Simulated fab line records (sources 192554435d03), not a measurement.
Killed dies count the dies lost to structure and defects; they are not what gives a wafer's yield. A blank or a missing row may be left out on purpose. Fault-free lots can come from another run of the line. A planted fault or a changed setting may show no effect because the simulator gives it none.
fab line records ; flow n5Finfet
record: lots: 5; wafers: 12; lastDay: 16
route steps=1938 shown SD_EPI_N@276 SD_EPI_P@295 SD_ACTIVATION@332 MOL_CONTACT_COAG@537 BEOL_M4@1111 PASSIVATION@1936
lots that met no fault: taken from a fault-free run of the same line
startH: hours from the record's opening day to when the first of the lot's shown wafers began ; waitH: time in hours since the lot's previous step ; " the same as in the row above ; L1.1+2: several wafers, shown together as one row ; - no value, or no start given ; * or withheld: withheld ; < > ~ a bound
route shown NAME@n: names a module that has steps shown in the file, with the first one's number in the route ; usual: mean/standard deviation of fault-free wafers ; same: alike in all rows ; chamber/n: place in a boat ; sites: the reading at each site ; _std_site: how widely they spread, as a standard deviation ; _edge_site: the outer-site mean with the inner-site mean subtracted ; radiusMm: how far each site lies from the wafer's centre ; mask NAME#n: copy n ; behind: tool/chamber where the wafer was last shaped ; hold: cause of the lot's hold/its duration in hours/its outcome ; device: which transistor (n, p or np) failed to switch ; end of line: tests of these same wafers at the route's end ; a step given without rows: its recipe and nothing more ; killed: dies that structure and defects cost at the first sort, which is not the same as the wafer's yield ; map: a wafer's dies, marking killed ones x, the rest . and places with no die _
set.NAME: the run value of the setting; set.NAME@STEP: its run value at that earlier step ; model.NAME: the simulator's own value behind a step, which no gauge read
lots at some steps of the route; a table a step, a row a wafer
services: a tool's chamber out of use, with start hour (startH, from the record's first day; less than 0 if before it), hours out, and reason
== steps ==
step: N5_SD_EPI_N_STRIP_36
recipe: chemistry: N2/H2; tempC: 40; n2FlowSccm: 200; h2FlowSccm: 200; rfFrequencyHz: 6e+07
step: N5_SD_EPI_N_ETCHBACK_44
recipe: chemistry: CH3F/O2; mode: anisotropicEtchback; target: SiNx; targetDepthA: 145; stopOn: SiO2; overEtchFrac: 0.3; ionEnergyEv: 120; pressureMtorr: 30; sourceW: 395; biasW: 73; Ar_flow_sccm: 150; CH3F_flow_sccm: 30; O2_flow_sccm: 20
step: N5_SD_EPI_N_ETCH_45
recipe: chemistry: CH3F/O2; target: SiOCN; targetDepthA: 60; maskMaterial: SOC; ionEnergyEv: 60; biasW: 29; pressureMtorr: 15; sourceW: 410; Ar_flow_sccm: 150; CH3F_flow_sccm: 30; O2_flow_sccm: 20
step: N5_SD_EPI_N_ETCH_16
recipe: chemistry: CHF3/O2; target: SiO2; targetDepthA: 50; maskMaterial: SOC; pressureMtorr: 30; sourceW: 650; biasW: 170; Ar_flow_sccm: 200; CHF3_flow_sccm: 50; O2_flow_sccm: 5; ionEnergyEv: 200
step: N5_SD_EPI_N_STRIP_47
recipe: chemistry: CHF3/O2; resist: SiARC; rfFrequencyHz: 6e+07
step: N5_SD_EPI_N_SD_RECESS_17
recipe: chemistry: HBr/Cl2/O2; targetDepthA: 410; maskMaterial: SOC; timeS: 23.7; btTimeS: 3; pressureMtorr: 10; icpW: 800; biasW: 112; HBr_flow_sccm: 150; Cl2_flow_sccm: 80; O2_flow_sccm: 12
step: N5_SD_EPI_N_STRIP_38
recipe: chemistry: N2/H2; powerW: 1000; tempC: 250; h2Frac: 0.65; overashFraction: 0.3; pressureMtorr: withheld; n2FlowSccm: 1750; h2FlowSccm: 3250
step: N5_SD_EPI_N_WET_ETCH_43
recipe: chemistry: dHF; dilution: withheld; timeS: 14; target: SiO2; targetDepthA: 15; tempC: 25
step: N5_SD_EPI_N_STRIP_18
recipe: chemistry: SPM; timeS: 750; tempC: 130; h2so4H2o2VolRatio: 4
step: N5_SD_EPI_N_SRD_20
recipe: dry: ipaMarangoni; doPpb: 5; timeS: 30; tempC: 23; rinseLiquid: diw
step: N5_SD_EPI_N_PRECLEAN_48
recipe: chemistry: NF3:NH3; afsCycles: 2; tempC: 30; timeS: 20; sublimationTempC: 180; sublimationTimeS: 60; pressureTorr: 3; rfPowerW: 30
step: N5_SD_EPI_N_VAPOR_ETCH_50
recipe: chemistry: HCl; target: Si; tempC: 775; timeS: 54; pressureTorr: 20; mode: isotropic
step: N5_SD_EPI_N_EPI_21
recipe: material: Si:P; dopant: P; tempC: 680; pressureTorr: 255; timeS: 690
usual: susceptorTempC: 679.9/0.31; susceptor_temp_C_max: 682.1/0.95
lot.wafer;tool;chamber;startH;waitH;susceptorTempC;susceptor_temp_C_max;model.Si-P_of_SD_EPI_N_EPI_21.thkNm
L468.3;epiRpcvd-04;0;106.08;0.7;680.2;682.8;58.4
L468.4;epiRpcvd-04;0;106.08;0.7;679.9;682.4;59
L468.6;epiRpcvd-04;0;106.08;0.7;680.5;683.3;59.2
L470.4;epiRpcvd-04;0;120.86;0.9;-;-;53.8
L470.5;epiRpcvd-04;0;120.86;0.9;679.8;682.6;58.8
L471.1;epiRpcvd-04;0;126.71;0.1;680.0;682.5;60.2
L471.4;epiRpcvd-04;0;126.71;0.1;-;-;54.4
L473.1;epiRpcvd-04;0;135.67;0.1;680.0;683.3;57.8
L473.4;epiRpcvd-04;0;135.67;0.1;-;-;53.2
L479.1;epiRpcvd-03;0;172.17;0.1;679.6;680.7;58.2
L479.4;epiRpcvd-03;0;172.17;0.1;679.4;680.6;58.4
L479.6;epiRpcvd-03;0;172.17;0.1;679.7;680.4;58.4
step: N5_SD_EPI_N_EPI_MEAS_23
recipe: mode: xrd
usual: thkNm: 58.6/1.1
lot.wafer;tool;chamber;startH;waitH;thkNm
L468.3;filmMetro-02;-;107.24;0.9;58.4
L468.4;filmMetro-02;-;107.24;0.9;58.6
L468.6;filmMetro-02;-;107.24;0.9;57.0
L470.4;filmMetro-01;-;121.75;0.6;52.9
L470.5;filmMetro-01;-;121.75;0.6;59.5
L471.1;filmMetro-01;-;128.43;1.4;58.4
L471.4;filmMetro-01;-;128.43;1.4;53.7
L473.1;filmMetro-01;-;137.38;1.4;57.4
L473.4;filmMetro-01;-;137.38;1.4;52.5
L479.1;filmMetro-02;-;173.89;1.4;58.1
L479.4;filmMetro-02;-;173.89;1.4;59.9
L479.6;filmMetro-02;-;173.89;1.4;59.2
step: N5_SD_EPI_N_PRECLEAN_24
recipe: chemistry: O3/DIW; timeS: 60; tempC: 22; o3Ppm: 10
step: N5_SD_EPI_N_SRD_25
recipe: timeS: 30; tempC: 23; rinseLiquid: diw; dry: ipaMarangoni
step: N5_SD_EPI_N_PRECLEAN_49
recipe: chemistry: NF3:NH3; afsCycles: 1; tempC: 30; timeS: 20; sublimationTempC: 180; sublimationTimeS: 60; pressureTorr: 3; rfPowerW: 30
step: N5_SD_EPI_N_LINER_46
recipe: material: SiNx; targetThkA: 30; tempC: 400; aldPrecursorFamily: SiH2I2; aldCoReactant: N2/H2-plasma; pressureTorr: 2
step: N5_SD_EPI_P_COAT_34
recipe: resist: SOC; tempC: 250; timeS: 60; spinRpm: 1500; resistThkNm: 350
step: N5_SD_EPI_P_COAT_35
recipe: resist: SiARC; tempC: 220; timeS: 60; spinRpm: 1500; resistThkNm: 35
step: N5_SD_EPI_P_COAT_03
recipe: resist: CAR-ArF-block; spinRpm: 1500; resistThkNm: 150
step: N5_SD_EPI_P_EBR_05
recipe: solvent: PGMEA; ebrWidthMm: 1.5
step: N5_SD_EPI_P_SOFTBAKE_04
recipe: tempC: 110; timeS: 60; resist: CAR-ArF-block
step: N5_SD_EPI_P_EXPOSE_06
recipe: maskId: SD_P_BLK; na: 1.35; sourceShape: conventional; sigmaOuter: 0.8; polarization: unpolarized; targetCdNm: 240; doseMj: 39.5
step: N5_SD_EPI_P_PEB_07
recipe: pebTempC: 110; pebTimeS: 60; resist: CAR-ArF-block
step: N5_SD_EPI_P_DEVELOP_08
recipe: developTimeS: 30; developer: TMAH; resist: CAR-ArF-block; devTempC: 23; rinseLiquid: diw; dry: airSpin
step: N5_SD_EPI_P_DESCUM_14
recipe: chemistry: O2; timeS: 7.9; sourcePowerW: 50; biasPowerW: 20; pressureMtorr: 20; rfFrequencyHz: 2.712e+07; tempC: 40; resist: CAR-ArF-block; o2FlowSccm: 225
step: N5_SD_EPI_P_ETCH_36
recipe: chemistry: CF4; target: SiARC; targetDepthA: 455; maskMaterial: CAR-ArF-block; timeS: 75.8; ionEnergyEv: 80; pressureMtorr: 40; sourceW: 545; biasW: 36; Ar_flow_sccm: 100; cf4FlowSccm: 100; ends: cleared
step: N5_SD_EPI_P_ETCH_37
recipe: chemistry: N2/H2; target: SOC; overetchA: 1080; maskMaterial: SiARC; tempC: 40; ionEnergyEv: 100; sourceW: 3000; biasW: 133; pressureMtorr: 20; timeS: 486; n2FlowSccm: 200; h2FlowSccm: 200; ends: endPoint
step: N5_SD_EPI_P_STRIP_38
recipe: chemistry: N2/H2; tempC: 40; n2FlowSccm: 200; h2FlowSccm: 200; rfFrequencyHz: 6e+07
step: N5_SD_EPI_P_ETCHBACK_46
recipe: chemistry: CH3F/O2; mode: anisotropicEtchback; target: SiNx; targetDepthA: 175; stopOn: SiO2; overEtchFrac: 0.3; ionEnergyEv: 120; pressureMtorr: 30; sourceW: 395; biasW: 73; Ar_flow_sccm: 150; CH3F_flow_sccm: 30; O2_flow_sccm: 20
step: N5_SD_EPI_P_ETCH_47
recipe: chemistry: CH3F/O2; target: SiOCN; targetDepthA: 250; maskMaterial: SOC; ionEnergyEv: 60; biasW: 29; pressureMtorr: 30; sourceW: 410; Ar_flow_sccm: 150; CH3F_flow_sccm: 30; O2_flow_sccm: 20
step: N5_SD_EPI_P_ETCH_16
recipe: chemistry: CHF3/O2; target: SiO2; targetDepthA: 50; maskMaterial: SOC; pressureMtorr: 30; sourceW: 650; biasW: 170; Ar_flow_sccm: 200; CHF3_flow_sccm: 50; O2_flow_sccm: 5; ionEnergyEv: 200
step: N5_SD_EPI_P_STRIP_50
recipe: chemistry: CHF3/O2; resist: SiARC; rfFrequencyHz: 6e+07
step: N5_SD_EPI_P_SD_RECESS_17
recipe: chemistry: HBr/Cl2/O2; targetDepthA: 391; btTimeS: 3; pressureMtorr: 10; icpW: 800; biasW: 112; HBr_flow_sccm: 150; Cl2_flow_sccm: 80; O2_flow_sccm: 12
step: N5_SD_EPI_P_WET_ETCH_45
recipe: chemistry: dHF; dilution: withheld; timeS: 10.7; target: SiO2; targetDepthA: 20; tempC: 25; dry: ipaMarangoni; rinseTimeS: 30; rinseTempC: 23
step: N5_SD_EPI_P_STRIP_40
recipe: chemistry: N2/H2; powerW: 1000; tempC: 250; h2Frac: 0.65; overashFraction: 0.3; pressureMtorr: withheld; n2FlowSccm: 1750; h2FlowSccm: 3250
step: N5_SD_EPI_P_PRECLEAN_52
recipe: chemistry: O3/DIW; timeS: 60; tempC: 22; o3Ppm: 10
step: N5_SD_ACTIVATION_RS_MEAS_03
recipe: thkMeasGauge: four-point-probe
usual: RS_SD_N: 21.96/0.24; RS_SD_P: 56.0/0.76
lot.wafer;tool;chamber;startH;waitH;RS_SD_N[ohm/sq];RS_SD_P[ohm/sq]
L468.3;filmMetro-01;-;112.39;0.2;22.34;55.6
L468.4;filmMetro-01;-;112.39;0.2;21.90;55.1
L468.6;filmMetro-01;-;112.39;0.2;21.95;55.2
L470.4;filmMetro-02;-;127.30;0.1;24.20;56.5
L470.5;filmMetro-02;-;127.30;0.1;21.96;57.1
L471.1;filmMetro-01;-;134.64;0.2;21.63;56.2
L471.4;filmMetro-01;-;134.64;0.2;23.61;56.0
L473.1;filmMetro-01;-;143.14;0.2;22.45;56.1
L473.4;filmMetro-01;-;143.14;0.2;24.23;55.6
L479.1;filmMetro-02;-;179.13;0.2;22.08;55.9
L479.4;filmMetro-02;-;179.13;0.2;21.96;55.7
L479.6;filmMetro-02;-;179.13;0.2;22.08;56.9
step: N5_MOL_CONTACT_COAG_ETCH_15
recipe: chemistry: CH3F/O2; target: SiNx; targetDepthA: 70; maskMaterial: SOC; stopOn: Si:P; overEtchFrac: 0.75; ionEnergyEv: 120; pressureMtorr: 30; sourceW: 395; biasW: 73; Ar_flow_sccm: 150; CH3F_flow_sccm: 30; O2_flow_sccm: 20
usual: drypumpMotorCurrentA: 5.7/0.47; oes_ar_750_au: 0.76/0.079; oesProductAu: 0.55/0.051; rfVppV: 298/13; showerheadPlenumPTorr: 2.04/0.058; throttleValvePct: 16.39/0.25
lot.wafer;tool;chamber;startH;waitH;drypumpMotorCurrentA;oes_ar_750_au;oesProductAu;rfHoursCounterH;rfVppV;showerheadPlenumPTorr;throttleValvePct;model.Si-P_of_SD_EPI_N_EPI_21.thkNm
L468.3;rieDiel-04;1;143.42;0.0;5.1;0.72;0.52;216;291;2.06;16.73;57.6
L468.4;rieDiel-04;3;143.42;0.0;5.4;0.68;0.51;-;297;1.99;16.62;58.2
L468.6;rieDiel-04;1;143.42;0.0;5.1;0.72;0.52;-;290;2.06;16.71;58.4
L470.4;rieDiel-05;1;155.91;0.0;5.2;0.71;0.52;242;306;2.05;16.63;53
L470.5;rieDiel-05;2;155.91;0.0;6.3;0.86;0.60;-;278;2.12;16.32;58
L471.1;rieDiel-04;1;163.49;0.0;5.1;0.71;0.51;225;290;2.06;16.73;59.4
L471.4;rieDiel-04;1;163.49;0.0;5.1;0.72;0.52;-;290;2.06;16.73;53.8
L473.1;rieDiel-06;3;172.34;0.0;5.8;0.74;0.54;188;312;2.00;16.58;57
L473.4;rieDiel-06;1;172.34;0.0;6.1;0.68;0.52;224;309;1.99;16.44;52.4
L479.1;rieDiel-06;3;209.08;0.0;5.8;0.73;0.53;203;311;1.99;16.61;57.4
L479.4;rieDiel-06;3;209.08;0.0;5.8;0.73;0.53;-;312;1.99;16.61;57.6
L479.6;rieDiel-06;1;209.08;0.0;6.1;0.68;0.51;-;310;1.99;16.46;57.6
step: N5_BEOL_M4_RC_MEAS_101
usual: DIBL_N: 37.5/2; DIBL_P: 37.5/2.5; IOFF_N: 0.18/0.042; IOFF_P: 0.24/0.046; ION_N: 677/15; ION_P: 464/9.5; RS_SD_N: 28.5/0.31; SS_N: 72.0/0.76; SS_P: 73.6/0.79; VT_N: 249/3.5; VT_P: -249/3.2
lot.wafer;tool;chamber;startH;waitH;DIBL_N[mV/V];DIBL_P[mV/V];IOFF_N[nA/um];IOFF_P[nA/um];ION_N[uA/um];ION_P[uA/um];RS_SD_N[ohm/sq];SS_N[mV/dec];SS_P[mV/dec];VT_N[mV];VT_P[mV]
L468.3;prober-02;0;221.36;0.3;36.1;37.0;0.15;0.24;664;465;28.7;70.5;72.8;249;-247
L468.4;prober-02;0;221.36;0.3;38.5;39.1;0.20;0.28;683;471;28.4;71.2;73.7;243;-248
L468.6;prober-02;0;221.36;0.3;39.5;38.0;0.25;0.27;685;468;28.5;72.0;73.5;242;-246
L470.4;prober-01;0;228.67;0.5;36.9;39.2;0.17;0.24;639;444;31.3;72.4;75.0;256;-252
L470.5;prober-01;0;228.67;0.5;38.6;40.8;0.21;0.24;695;468;28.8;72.7;74.7;247;-250
L471.1;prober-01;0;244.47;0.0;37.6;36.7;0.15;0.21;672;463;27.8;70.9;73.2;251;-249
L471.4;prober-01;0;244.47;0.0;36.3;35.0;0.14;0.19;653;457;30.8;71.3;73.5;252;-251
L473.1;prober-02;0;244.72;0.0;34.6;33.6;0.13;0.18;667;455;28.7;71.9;73.6;254;-251
L473.4;prober-02;0;244.72;0.0;38.8;39.3;0.21;0.29;690;473;31.6;72.4;74.2;246;-244
L479.1;prober-01;0;290.49;0.0;38.4;36.7;0.21;0.25;700;471;28.5;72.7;73.4;246;-247
L479.4;prober-01;0;290.49;0.0;37.5;37.2;0.20;0.26;697;478;28.8;72.6;73.3;245;-246
L479.6;prober-01;0;290.49;0.0;37.0;36.1;0.19;0.25;688;473;28.7;71.2;73.6;245;-247
step: N5_PASSIVATION_PROBE_49
usual: defectLimitedYield: 91.8/1.5; killed_at_M0_to_M3: 33/11; killed_at_M4_up: 13/5; killedAtContacts: 11/5.6; killedAtFrontEnd: 36/12; killedAtOther: 3.4/2.5; killedDies: 97/18; killedOpen: 64/13; killedShort: 31/6.9; sort_bin_5_function: 4.8/1; sort_bin_6_memory: 3.1/0.64; sort_bin_8_speed: 0.00/0.014; sortNPass: 1083/18; sortYieldPct: 91.8/1.5
same: grossDies: 1180; killedAtBackSide: 0; sort_bin_4_leakage[%]: 0
lot.wafer;tool;chamber;startH;waitH;defectLimitedYield[%];killed_at_M0_to_M3;killed_at_M4_up;killedAtContacts;killedAtFrontEnd;killedAtOther;killedDies;killedOpen;killedShort;sort_bin_5_function[%];sort_bin_6_memory[%];sort_bin_8_speed[%];sortNPass;sortYieldPct[%]
L468.3;prober-02;-;325.84;0.1;93.6;29;18;5;19;4;75;50;25;3.6;2.5;0;1105;93.6
L468.4;prober-02;-;325.89;0.2;90.9;58;9;9;31;0;107;69;37;4.4;4.2;0;1073;90.9
L468.6;prober-02;-;325.99;0.3;93.1;36;10;9;26;1;82;60;21;4.3;2.3;0;1098;93.1
L470.4;prober-01;-;327.89;0.5;91.9;27;17;11;35;5;95;56;39;4.8;3.1;0.17;1083;91.8
L470.5;prober-01;-;327.94;0.5;92.4;29;9;11;36;5;90;57;33;4.2;3.3;0;1090;92.4
L471.1;prober-01;-;349.03;0.0;92.5;27;7;13;38;3;88;55;32;4.3;2.9;0;1092;92.5
L471.4;prober-01;-;349.18;0.2;91.1;41;8;20;36;0;105;72;32;5.3;3.4;0;1075;91.1
L473.1;prober-02;-;355.35;0.0;91.6;40;14;5;37;3;99;58;39;4.6;3.5;0;1081;91.6
L473.4;prober-02;-;355.50;0.2;93.1;35;11;0;29;6;81;45;35;3.9;2.7;0;1099;93.1
L479.1;prober-02;-;393.78;0.0;94.0;15;9;18;26;3;71;49;21;3.7;2.0;0;1109;94.0
L479.4;prober-02;-;393.93;0.2;94.7;16;10;8;28;0;62;43;14;3.2;1.9;0;1118;94.7
L479.6;prober-02;-;394.03;0.3;93.1;32;9;2;38;1;82;53;24;3.1;3.2;0.08;1098;93.1
killed by level:class
L468.3 BEOL_M4:geometricParticle:open=8 BEOL_M2:geometricParticle:open=6 BEOL_M5:geometricParticle:open=6 MOL_CONTACT_COAG:geometricParticle:open=5 BEOL_M0_SAQP:geometricParticle:open=5 ILD0:geometricParticle:short=4 GATE_CUT:geometricParticle:short=4 BEOL_M0_SAQP:geometricParticle:short=3
L468.4 BEOL_M3:geometricParticle:open=13 BEOL_M0:geometricParticle:open=10 MOL_CONTACT_COAG:geometricParticle:open=8 BEOL_M0_SAQP:geometricParticle:short=8 GATE_CUT:geometricParticle:short=6 BEOL_M0_SAQP:geometricParticle:open=6 BEOL_M2:geometricParticle:short=6 FIN_SAQP:geometricParticle:open=5
L468.6 BEOL_M2:geometricParticle:open=9 FIN_SAQP:geometricParticle:open=8 BEOL_M3:geometricParticle:open=8 MOL_CONTACT_COAG:geometricParticle:open=7 BEOL_M0_SAQP:geometricParticle:short=5 STARTING-WAFER:geometricParticle:open=4 FIN_SAQP:geometricParticle:short=3 ILD0:geometricParticle:open=3
L470.4 FIN_SAQP:geometricParticle:short=12 BEOL_M0_SAQP:geometricParticle:open=10 BEOL_M4:geometricParticle:open=8 STI_FIN_REVEAL:geometricParticle:open=6 MOL_CONTACT_COAG:geometricParticle:open=6 MOL_CONTACT_COAG:geometricParticle:short=5 BEOL_M0_SAQP:geometricParticle:short=5 FIN_SAQP:geometricParticle:open=4
L470.5 STI_FIN_REVEAL:geometricParticle:open=12 MOL_CONTACT_COAG:geometricParticle:open=9 BEOL_M0_SAQP:geometricParticle:open=8 BEOL_M0_SAQP:geometricParticle:short=8 FIN_SAQP:geometricParticle:open=5 FIN_SAQP:geometricParticle:short=5 BEOL_M1:geometricParticle:open=4 BEOL_M4:geometricParticle:open=4
L471.1 FIN_SAQP:geometricParticle:short=12 MOL_CONTACT_COAG:geometricParticle:open=11 BEOL_M1:geometricParticle:open=7 FIN_SAQP:geometricParticle:open=6 STI_FIN_REVEAL:geometricParticle:open=6 BEOL_M2:geometricParticle:open=6 DUMMY_GATE:geometricParticle:open=4 BEOL_M0_SAQP:geometricParticle:open=4
L471.4 MOL_CONTACT_COAG:geometricParticle:open=17 BEOL_M3:geometricParticle:open=13 FIN_SAQP:geometricParticle:open=9 BEOL_M0_SAQP:geometricParticle:open=9 FIN_SAQP:geometricParticle:short=8 BEOL_M0_SAQP:geometricParticle:short=8 BEOL_M4:geometricParticle:open=5 BEOL_M2:geometricParticle:open=5
L473.1 BEOL_M0_SAQP:geometricParticle:short=14 STI_FIN_REVEAL:geometricParticle:open=9 BEOL_M0_SAQP:geometricParticle:open=9 STARTING-WAFER:geometricParticle:open=7 DUMMY_GATE:geometricParticle:short=5 BEOL_M8:geometricParticle:open=4 GATE_CUT:geometricParticle:short=4 BEOL_M0:geometricParticle:short=4
L473.4 BEOL_M2:geometricParticle:open=10 STI_FIN_REVEAL:geometricParticle:open=6 BEOL_M0_SAQP:geometricParticle:short=6 BEOL_M0:geometricParticle:short=6 FIN_SAQP:geometricParticle:short=5 BEOL_M0_SAQP:geometricParticle:open=5 BEOL_M4:geometricParticle:open=5 BEOL_M2:geometricParticle:short=4
L479.1 MOL_CONTACT_COAG:geometricParticle:open=15 STI_FIN_REVEAL:geometricParticle:open=13 BEOL_M1:geometricParticle:open=7 STI_FIN_REVEAL:geometricParticle:short=4 BEOL_M8:geometricParticle:open=4 MOL_CONTACT_COAG:geometricParticle:short=3 BEOL_M1:geometricParticle:short=3 STARTING-WAFER:geometricParticle:short=3
L479.4 STI_FIN_REVEAL:geometricParticle:open=12 BEOL_M1:geometricParticle:open=8 MOL_CONTACT_COAG:geometricParticle:open=6 FIN_SAQP:geometricParticle:short=4 BEOL_M6:geometricParticle:open=3 FIN_SAQP:geometricParticle:open=2 STI_FIN_REVEAL:geometricParticle:short=2 MOL_CONTACT_COAG:geometricParticle:short=2
L479.6 STI_FIN_REVEAL:geometricParticle:open=13 BEOL_M1:geometricParticle:open=10 DUMMY_GATE:geometricParticle:open=6 BEOL_M2:geometricParticle:open=6 BEOL_M0_SAQP:geometricParticle:short=5 BEOL_M1:geometricParticle:short=5 GATE_CUT:geometricParticle:open=3 FIN_SAQP:geometricParticle:open=2
== services ==
tool;chamber;startH;hours;kind
rieDiel-06;3;86.99;2.4;repair
rieDiel-06;2;88.53;27.7;repair
rieDiel-04;0;110.81;-;clean
rieDiel-04;0;110.81;-;consumableReplace:focusRing
rieDiel-04;0;110.81;37.8;scheduledDown
rieDiel-04;0;110.81;37.8;ventCycle
rieDiel-05;3;131.35;-;clean
rieDiel-05;3;131.35;-;consumableReplace:focusRing
rieDiel-05;3;131.35;-;consumableReplace:showerhead
rieDiel-05;3;131.35;13.3;scheduledDown
rieDiel-05;3;131.35;13.3;ventCycle
rieDiel-04;3;148.63;-;clean
rieDiel-04;3;148.63;-;consumableReplace:focusRing
rieDiel-04;3;148.63;22.8;scheduledDown
rieDiel-04;3;148.63;22.8;ventCycle
rieDiel-05;1;178.48;-;clean
rieDiel-05;1;178.48;-;consumableReplace:focusRing
rieDiel-05;1;178.48;18.8;scheduledDown
rieDiel-05;1;178.48;18.8;ventCycle
rieDiel-06;0;207.22;4.4;repair
== key ==
firstSign: step: N5_SD_EPI_N_EPI_MEAS_23; reading: thkNm; direction: down; sigmas: 5.1; usual: *; struck: *
effect: step: N5_SD_ACTIVATION_RS_MEAS_03; reading: RS_SD_N; direction: up; sigmas: 8.4; usual: 21.96; struck: 24.01
effect: step: N5_BEOL_M4_RC_MEAS_101; reading: RS_SD_N; direction: up; sigmas: 9; usual: 28.5; struck: 31.2
modelEffect: step: N5_SD_EPI_N_EPI_21; value: Si-P_of_SD_EPI_N_EPI_21.thkNm; without: 59.27; struck: 53.8
modelEffect: step: N5_MOL_CONTACT_COAG_ETCH_15; value: Si-P_of_SD_EPI_N_EPI_21.thkNm; without: 58.8; struck: 53.4
metAt N5_SD_EPI_N_EPI_21
struckWafers L470.4,L471.4,L473.4
onsetBetween 106.08 120.86
fault: kind: processParameterDrift; tool: epiRpcvd-04; chamber: -; onsetH: 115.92; steps: N5_SD_EPI_N_EPI_21; channel: timeS; offset: *; shape: step; endH: 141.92; scope: struckWafersOnly; actsIn: *; stated: *
